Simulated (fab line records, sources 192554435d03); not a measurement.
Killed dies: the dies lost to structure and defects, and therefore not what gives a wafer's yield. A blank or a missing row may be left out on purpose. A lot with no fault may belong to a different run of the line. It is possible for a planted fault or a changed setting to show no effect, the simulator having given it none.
fab line records || flow n5-finfet
[record] {"lots": 4, "wafers": 12, "last-day": 17}
route steps=1938 shown BEOL_M7@1325 BEOL_M8@1332
lots that met no fault: from a run of the same line without faults
start-h: hours from the record's opening day to when the first of the lot's shown wafers began || wait-h: hours elapsed since this lot's preceding step || " repeats the value in the row above || L1.1+2: a row that stands for several wafers || - no value, or no start was given || * or withheld: withheld || < > ~ a bound
route shown NAME@n: NAME is a module with steps in the file, n the number in the route of the first one || usual: mean and standard deviation over wafers with no fault || same: alike in all rows || chamber/n: place in a boat || sites: the reading at each site || _std_site: standard deviation across them || _edge_site: mean of outer sites minus mean of inner sites || radius-mm: for every site, how far away it sits from the centre of the wafer || mask NAME#n: copy n || behind: the tool/chamber that last shaped the wafer || hold: reason for holding the lot/hours on hold/outcome of the hold || device: the n, p or np transistor that did not switch || end of line: the route-end tests of the same wafers || a step without rows: its recipe alone || killed: dies that structure and defects cost at the first sort, which is not the same as the wafer's yield || map: shows each die of a wafer: x if killed, . if not, _ if none is there
set.NAME: the run value of the setting; set.NAME@STEP: its run value at that earlier step || model.NAME: the simulator's own value behind a step, which no gauge read
certain route steps with their lots: each step a table, each wafer a row
services: a tool's chamber out of use, with start hour (start-h, from the record's first day; less than 0 if before it), hours out, and reason
[[steps]]
[step N5_BEOL_M7_ANNEAL_51]
[recipe] {"temp-c": 225, "time-s": 90, "ambient": "N2"}
[step N5_BEOL_M7_CMP_52]
[recipe] {"stop-on": "SiCOH_lowk", "t-overpolish-s": 6.9, "down-force-psi": 1, "platen-rpm": 50, "clearing-platen-down-force-psi": 1.5, "clearing-platen-rpm": 50, "post-cmp-clean": "cu-alkaline", "target-thk-nm": 80, "clearing-platen-pad-velocity-m-s": 0.99484, "pad-velocity-m-s": 0.99484}
[step N5_BEOL_M7_PRE_CLEAN_55]
[recipe] {"gas": "NH3", "time-s": 15, "temp-c": "withheld", "rf-power-w": 300}
[step N5_BEOL_M7_DEP_56]
[recipe] {"material": "SiCN", "target-thk-a": 100, "temp-c": "withheld", "precursor": "3MS/NH3", "pressure-torr": 3, "rf-w": 202, "time-s": 17.5}
[step N5_BEOL_M8_ILD_DEP_00]
[recipe] {"material": "SiCOH_lowk", "target-thk-a": 1797.5, "temp-c": 300, "precursor": "DEMS/porogen", "pressure-torr": 5, "rf-w": 500, "time-s": 33.4}
[step N5_BEOL_M8_CURE_74]
[recipe] {"temp-c": 385, "time-s": 240, "ambient": "He/Ar", "material": "SiCOH_lowk"}
[step N5_BEOL_M8_PECVD_70]
[recipe] {"material": "SiO2", "target-thk-a": 200, "temp-c": 400, "precursor": "TEOS/O2", "pressure-torr": 5.5, "rf-w": 450, "teos-flow-sccm": 53.8, "gas": "O2", "flow-sccm": 3000, "time-s": 22.7}
[step N5_BEOL_M8_HM_DEP_02]
[recipe] {"material": "TiN", "target-thk-a": 200, "temp-c": 25, "chamber-pressure-pa": 0.49996}
[step N5_BEOL_M8_COAT_59]
[recipe] {"resist": "SOC", "temp-c": 250, "time-s": 60, "spin-rpm": 1500, "resist-thk-nm": 100}
[usual] {"spin-speed-rpm": "1499.9/0.97"}
{"lot.wafer": "L581.1", "tool": "litho-track-04", "chamber": 0, "start-h": 262.71, "wait-h": 0.1, "spin-speed-rpm": 1500.0, "model.SOC_of_BEOL_M8_COAT_59.thk-nm": 100}
{"lot.wafer": "L581.3", "tool": "litho-track-04", "chamber": 0, "start-h": 262.71, "wait-h": 0.1, "spin-speed-rpm": 1499.0, "model.SOC_of_BEOL_M8_COAT_59.thk-nm": 99.8}
{"lot.wafer": "L581.4", "tool": "litho-track-04", "chamber": 0, "start-h": 262.71, "wait-h": 0.1, "spin-speed-rpm": 1501.3, "model.SOC_of_BEOL_M8_COAT_59.thk-nm": 99.8}
{"lot.wafer": "L590.1", "tool": "litho-track-04", "chamber": 0, "start-h": 308.11, "wait-h": 0.1, "spin-speed-rpm": 1829.7, "model.SOC_of_BEOL_M8_COAT_59.thk-nm": 90.4}
{"lot.wafer": "L590.2", "tool": "litho-track-04", "chamber": 0, "start-h": 308.11, "wait-h": 0.1, "spin-speed-rpm": 1830.9, "model.SOC_of_BEOL_M8_COAT_59.thk-nm": 90.4}
{"lot.wafer": "L590.3", "tool": "litho-track-04", "chamber": 0, "start-h": 308.11, "wait-h": 0.1, "spin-speed-rpm": 1830.0, "model.SOC_of_BEOL_M8_COAT_59.thk-nm": 90.4}
{"lot.wafer": "L593.4", "tool": "litho-track-04", "chamber": 0, "start-h": 315.40, "wait-h": 0.1, "spin-speed-rpm": 1831.2, "model.SOC_of_BEOL_M8_COAT_59.thk-nm": 90.8}
{"lot.wafer": "L593.5", "tool": "litho-track-04", "chamber": 0, "start-h": 315.40, "wait-h": 0.1, "spin-speed-rpm": 1831.2, "model.SOC_of_BEOL_M8_COAT_59.thk-nm": 90.6}
{"lot.wafer": "L593.6", "tool": "litho-track-04", "chamber": 0, "start-h": 315.40, "wait-h": 0.1, "spin-speed-rpm": 1831.6, "model.SOC_of_BEOL_M8_COAT_59.thk-nm": 91.4}
{"lot.wafer": "L595.2", "tool": "litho-track-05", "chamber": 0, "start-h": 335.90, "wait-h": 0.1, "spin-speed-rpm": 1500.5, "model.SOC_of_BEOL_M8_COAT_59.thk-nm": 100}
{"lot.wafer": "L595.4", "tool": "litho-track-05", "chamber": 0, "start-h": 335.90, "wait-h": 0.1, "spin-speed-rpm": 1499.9, "model.SOC_of_BEOL_M8_COAT_59.thk-nm": 100.2}
{"lot.wafer": "L595.5", "tool": "litho-track-05", "chamber": 0, "start-h": 335.90, "wait-h": 0.1, "spin-speed-rpm": 1498.9, "model.SOC_of_BEOL_M8_COAT_59.thk-nm": 100.2}
[step N5_BEOL_M8_COAT_60]
[recipe] {"resist": "SiARC", "temp-c": 220, "time-s": 60, "spin-rpm": 1500, "resist-thk-nm": 35}
[step N5_BEOL_M8_COAT_05]
[recipe] {"resist": "CAR-ArF", "spin-rpm": 1500, "resist-thk-nm": 90}
[step N5_BEOL_M8_EBR_07]
[recipe] {"solvent": "PGMEA", "ebr-width-mm": 1.5}
[step N5_BEOL_M8_SOFTBAKE_06]
[recipe] {"temp-c": 110, "time-s": 60, "resist": "CAR-ArF"}
[step N5_BEOL_M8_EXPOSE_08]
[recipe] {"mask-id": "M8", "na": 1.35, "source-shape": "dipole", "sigma-inner": 0.817, "sigma-outer": 0.97, "polarization": "te", "dose-mj": 68.25}
[step N5_BEOL_M8_PEB_09]
[recipe] {"peb-temp-c": "withheld", "peb-time-s": 60, "resist": "CAR-ArF"}
[step N5_BEOL_M8_DEVELOP_10]
[recipe] {"develop-time-s": 30, "developer": "TMAH", "resist": "CAR-ArF", "rinse-liquid": "diw", "dry": "air-spin", "dev-temp-c": 23}
[step N5_BEOL_M8_DESCUM_16]
[recipe] {"chemistry": "O2", "time-s": 7.9, "source-power-w": 50, "bias-power-w": 20, "pressure-mtorr": 20, "rf-frequency-hz": 2.712e+07, "temp-c": 40, "resist": "CAR-ArF", "o2-flow-sccm": 225}
[step N5_BEOL_M8_ETCH_61]
[recipe] {"chemistry": "CF4", "target": "SiARC", "target-depth-a": 455, "mask-material": "CAR-ArF", "time-s": 75.8, "ion-energy-ev": 80, "pressure-mtorr": 40, "source-w": 545, "bias-w": 36, "Ar_flow_sccm": 100, "cf4-flow-sccm": 100, "ends": "cleared"}
[step N5_BEOL_M8_ETCH_62]
[recipe] {"chemistry": "N2/H2", "target": "SOC", "target-depth-a": 1100, "overetch-a": 220, "mask-material": "SiARC", "temp-c": 40, "time-s": 165, "ion-energy-ev": 200, "pressure-mtorr": 30, "source-w": 840, "bias-w": 150, "n2-flow-sccm": 200, "h2-flow-sccm": 200}
[usual] {"drypump-motor-current-A": "5.8/0.43", "oes-product-au": "0.67/0.063", "rf-vpp-V": "524.6/2.9", "showerhead-plenum-p-Torr": "2.57/0.1", "throttle-valve-pct": "17.82/0.25"}
{"lot.wafer": "L581.1", "tool": "rie-diel-06", "chamber": 1, "start-h": 263.61, "wait-h": 0.0, "drypump-motor-current-A": 5.0, "oes-product-au": 0.72, "rf-hours-counter-h": 48, "rf-vpp-V": 521.2, "showerhead-plenum-p-Torr": 2.47, "throttle-valve-pct": 17.56, "model.etch.depth-nm": 100}
{"lot.wafer": "L581.3", "tool": "rie-diel-06", "chamber": 0, "start-h": 263.61, "wait-h": 0.0, "drypump-motor-current-A": 5.8, "oes-product-au": 0.72, "rf-hours-counter-h": 54, "rf-vpp-V": 523.5, "showerhead-plenum-p-Torr": 2.48, "throttle-valve-pct": 17.69, "model.etch.depth-nm": 99.86}
{"lot.wafer": "L581.4", "tool": "rie-diel-06", "chamber": 2, "start-h": 263.61, "wait-h": 0.0, "drypump-motor-current-A": 5.4, "oes-product-au": 0.61, "rf-hours-counter-h": 207, "rf-vpp-V": 526.3, "showerhead-plenum-p-Torr": 2.62, "throttle-valve-pct": 18.25, "model.etch.depth-nm": 99.88}
{"lot.wafer": "L590.1", "tool": "rie-diel-01", "chamber": 1, "start-h": 308.53, "wait-h": 0.0, "drypump-motor-current-A": 5.6, "oes-product-au": 0.63, "rf-hours-counter-h": 108, "rf-vpp-V": 527.3, "showerhead-plenum-p-Torr": 2.67, "throttle-valve-pct": 17.67, "model.etch.depth-nm": 90.45}
{"lot.wafer": "L590.2", "tool": "rie-diel-01", "chamber": 3, "start-h": 308.53, "wait-h": 0.0, "drypump-motor-current-A": 6.3, "oes-product-au": 0.58, "rf-hours-counter-h": 179, "rf-vpp-V": 527.1, "showerhead-plenum-p-Torr": 2.64, "throttle-valve-pct": 17.94, "model.etch.depth-nm": 90.36}
{"lot.wafer": "L590.3", "tool": "rie-diel-01", "chamber": 2, "start-h": 308.53, "wait-h": 0.0, "drypump-motor-current-A": 5.1, "oes-product-au": 0.73, "rf-hours-counter-h": 14, "rf-vpp-V": 526.6, "showerhead-plenum-p-Torr": 2.60, "throttle-valve-pct": 17.78, "model.etch.depth-nm": 90.37}
{"lot.wafer": "L593.4", "tool": "rie-diel-06", "chamber": 1, "start-h": 316.18, "wait-h": 0.1, "drypump-motor-current-A": 5.0, "oes-product-au": 0.67, "rf-hours-counter-h": "-", "rf-vpp-V": 522.8, "showerhead-plenum-p-Torr": 2.46, "throttle-valve-pct": 17.57, "model.etch.depth-nm": 90.89}
{"lot.wafer": "L593.5", "tool": "rie-diel-06", "chamber": 0, "start-h": 316.18, "wait-h": 0.1, "drypump-motor-current-A": 5.7, "oes-product-au": 0.67, "rf-hours-counter-h": "-", "rf-vpp-V": 522.1, "showerhead-plenum-p-Torr": 2.47, "throttle-valve-pct": 17.71, "model.etch.depth-nm": 90.61}
{"lot.wafer": "L593.6", "tool": "rie-diel-06", "chamber": 3, "start-h": 316.18, "wait-h": 0.1, "drypump-motor-current-A": 6.4, "oes-product-au": 0.59, "rf-hours-counter-h": "-", "rf-vpp-V": 524.4, "showerhead-plenum-p-Torr": 2.53, "throttle-valve-pct": 18.34, "model.etch.depth-nm": 91.32}
{"lot.wafer": "L595.2", "tool": "rie-diel-02", "chamber": 3, "start-h": 336.69, "wait-h": 0.0, "drypump-motor-current-A": 5.9, "oes-product-au": 0.60, "rf-hours-counter-h": 187, "rf-vpp-V": 521.7, "showerhead-plenum-p-Torr": 2.42, "throttle-valve-pct": 17.70, "model.etch.depth-nm": 100}
{"lot.wafer": "L595.4", "tool": "rie-diel-02", "chamber": 0, "start-h": 336.69, "wait-h": 0.0, "drypump-motor-current-A": 5.5, "oes-product-au": 0.73, "rf-hours-counter-h": 50, "rf-vpp-V": 527.4, "showerhead-plenum-p-Torr": 2.69, "throttle-valve-pct": 17.57, "model.etch.depth-nm": 100.2}
{"lot.wafer": "L595.5", "tool": "rie-diel-02", "chamber": 3, "start-h": 336.69, "wait-h": 0.0, "drypump-motor-current-A": 5.9, "oes-product-au": 0.60, "rf-hours-counter-h": "-", "rf-vpp-V": 519.9, "showerhead-plenum-p-Torr": 2.42, "throttle-valve-pct": 17.69, "model.etch.depth-nm": 100.1}
[step N5_BEOL_M8_STRIP_68]
[recipe] {"chemistry": "N2/H2", "temp-c": 40, "n2-flow-sccm": 200, "h2-flow-sccm": 200, "rf-frequency-hz": 6e+07}
[step N5_BEOL_M8_STRIP_67]
[recipe] {"chemistry": "CF4", "resist": "SiARC", "power-w": 300, "bias-power-w": 75, "pressure-mtorr": 50, "cf4-flow-sccm": 150, "rf-frequency-hz": 6e+07}
[step N5_BEOL_M8_HM_OPEN_17]
[recipe] {"chemistry": "Cl2/BCl3", "target-depth-a": 200, "overetch-a": 60, "target": "TiN", "mask-material": "SOC", "ion-energy-ev": 150, "pressure-mtorr": 10, "icp-w": 1000, "bias-w": 126, "Cl2_flow_sccm": 53.25, "bcl3-flow-sccm": 21.75, "Ar_flow_sccm": 25}
[usual] {"drypump-motor-current-A": "5.8/0.44", "mfc-cl2-sccm": "53.23/0.16", "oes-product-au": "0.63/0.061", "throttle-valve-pct": "21.94/0.14"}
{"lot.wafer": "L581.1", "tool": "rie-metal-02", "chamber": 1, "start-h": 263.79, "wait-h": 0.0, "drypump-motor-current-A": 6.0, "mfc-cl2-sccm": 53.18, "oes-product-au": 0.62, "rf-hours-counter-h": 66, "throttle-valve-pct": 21.97, "model.SOC_of_BEOL_M8_COAT_59.thk-nm": 92}
{"lot.wafer": "L581.3", "tool": "rie-metal-02", "chamber": 0, "start-h": 263.79, "wait-h": 0.0, "drypump-motor-current-A": 5.2, "mfc-cl2-sccm": 53.24, "oes-product-au": 0.76, "rf-hours-counter-h": "-", "throttle-valve-pct": 21.87, "model.SOC_of_BEOL_M8_COAT_59.thk-nm": 91.6}
{"lot.wafer": "L581.4", "tool": "rie-metal-02", "chamber": 1, "start-h": 263.79, "wait-h": 0.0, "drypump-motor-current-A": 6.0, "mfc-cl2-sccm": 53.34, "oes-product-au": 0.62, "rf-hours-counter-h": "-", "throttle-valve-pct": 21.99, "model.SOC_of_BEOL_M8_COAT_59.thk-nm": 91.8}
{"lot.wafer": "L590.1", "tool": "rie-metal-01", "chamber": 0, "start-h": 308.72, "wait-h": 0.0, "drypump-motor-current-A": 6.0, "mfc-cl2-sccm": 53.32, "oes-product-au": 0.56, "rf-hours-counter-h": 98, "throttle-valve-pct": 21.96, "model.SOC_of_BEOL_M8_COAT_59.thk-nm": 82.6}
{"lot.wafer": "L590.2", "tool": "rie-metal-01", "chamber": 1, "start-h": 308.72, "wait-h": 0.0, "drypump-motor-current-A": 6.6, "mfc-cl2-sccm": 53.28, "oes-product-au": 0.62, "rf-hours-counter-h": 49, "throttle-valve-pct": 21.72, "model.SOC_of_BEOL_M8_COAT_59.thk-nm": 82.6}
{"lot.wafer": "L590.3", "tool": "rie-metal-01", "chamber": 1, "start-h": 308.72, "wait-h": 0.0, "drypump-motor-current-A": 6.6, "mfc-cl2-sccm": 53.17, "oes-product-au": 0.64, "rf-hours-counter-h": "-", "throttle-valve-pct": 21.71, "model.SOC_of_BEOL_M8_COAT_59.thk-nm": 82.6}
{"lot.wafer": "L593.4", "tool": "rie-metal-02", "chamber": 0, "start-h": 316.32, "wait-h": 0.1, "drypump-motor-current-A": 5.2, "mfc-cl2-sccm": 53.42, "oes-product-au": 0.73, "rf-hours-counter-h": "-", "throttle-valve-pct": 21.87, "model.SOC_of_BEOL_M8_COAT_59.thk-nm": 82.8}
{"lot.wafer": "L593.5", "tool": "rie-metal-02", "chamber": 1, "start-h": 316.32, "wait-h": 0.1, "drypump-motor-current-A": 6.0, "mfc-cl2-sccm": 53.32, "oes-product-au": 0.60, "rf-hours-counter-h": "-", "throttle-valve-pct": 21.99, "model.SOC_of_BEOL_M8_COAT_59.thk-nm": 82.6}
{"lot.wafer": "L593.6", "tool": "rie-metal-02", "chamber": 0, "start-h": 316.32, "wait-h": 0.1, "drypump-motor-current-A": 5.2, "mfc-cl2-sccm": 53.13, "oes-product-au": 0.73, "rf-hours-counter-h": "-", "throttle-valve-pct": 21.88, "model.SOC_of_BEOL_M8_COAT_59.thk-nm": 83.2}
{"lot.wafer": "L595.2", "tool": "rie-metal-03", "chamber": 1, "start-h": 336.88, "wait-h": 0.0, "drypump-motor-current-A": 5.8, "mfc-cl2-sccm": 53.29, "oes-product-au": 0.58, "rf-hours-counter-h": 80, "throttle-valve-pct": 22.11, "model.SOC_of_BEOL_M8_COAT_59.thk-nm": 92.2}
{"lot.wafer": "L595.4", "tool": "rie-metal-03", "chamber": 1, "start-h": 336.88, "wait-h": 0.0, "drypump-motor-current-A": 5.8, "mfc-cl2-sccm": 53.37, "oes-product-au": 0.60, "rf-hours-counter-h": "-", "throttle-valve-pct": 22.13, "model.SOC_of_BEOL_M8_COAT_59.thk-nm": 92.4}
{"lot.wafer": "L595.5", "tool": "rie-metal-03", "chamber": 0, "start-h": 336.88, "wait-h": 0.0, "drypump-motor-current-A": 5.4, "mfc-cl2-sccm": 53.32, "oes-product-au": 0.59, "rf-hours-counter-h": "-", "throttle-valve-pct": 22.18, "model.SOC_of_BEOL_M8_COAT_59.thk-nm": 92.2}
[step N5_BEOL_M8_STRIP_19]
[recipe] {"chemistry": "O2", "power-w": 400, "temp-c": 40, "pressure-mtorr": 30, "rf-frequency-hz": 6e+07, "bias-power-w": 0, "overash-fraction": 0.2, "o2-flow-sccm": 225}
[[services]]
{"tool": "rie-diel-02", "chamber": "-", "start-h": 241.53, "hours": 15.6, "kind": "pm"}
{"tool": "rie-diel-06", "chamber": 1, "start-h": 266.28, "hours": 23.2, "kind": "repair"}
{"tool": "rie-diel-02", "chamber": 1, "start-h": 277.02, "hours": "-", "kind": "clean"}
{"tool": "rie-diel-02", "chamber": 1, "start-h": 277.02, "hours": "-", "kind": "consumable-replace:focus-ring"}
{"tool": "rie-diel-02", "chamber": 1, "start-h": 277.02, "hours": 15.9, "kind": "scheduled-down"}
{"tool": "rie-diel-02", "chamber": 1, "start-h": 277.02, "hours": 15.9, "kind": "vent-cycle"}
{"tool": "rie-metal-03", "chamber": "-", "start-h": 279.19, "hours": 0.3, "kind": "repair"}
{"tool": "rie-metal-01", "chamber": "-", "start-h": 311.80, "hours": 2.8, "kind": "pm"}
[[key]]
[first-sign] {"step": "N5_BEOL_M8_COAT_59", "reading": "spin-speed-rpm", "direction": "up", "sigmas": "99+", "usual": "*", "struck": "*"}
effect none on later readings
[model-effect] {"step": "N5_BEOL_M8_COAT_59", "value": "SOC_of_BEOL_M8_COAT_59.thk-nm", "without": 100.2, "struck": 90.67}
[model-effect] {"step": "N5_BEOL_M8_ETCH_62", "value": "etch.depth-nm", "without": 100.2, "struck": 90.67}
[model-effect] {"step": "N5_BEOL_M8_HM_OPEN_17", "value": "SOC_of_BEOL_M8_COAT_59.thk-nm", "without": 92.2, "struck": 82.73}
met-at N5_BEOL_M8_COAT_59
struck-wafers L590.1,L590.2,L590.3,L593.4,L593.5,L593.6
onset-between 262.71 308.11
[fault] {"kind": "process-parameter-drift", "tool": "litho-track-04", "chamber": "-", "onset-h": 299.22, "steps": "N5_BEOL_M8_COAT_59", "channel": "spin-rpm", "offset": "*", "shape": "step", "end-h": 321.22, "acts-in": "*", "stated": "*"}
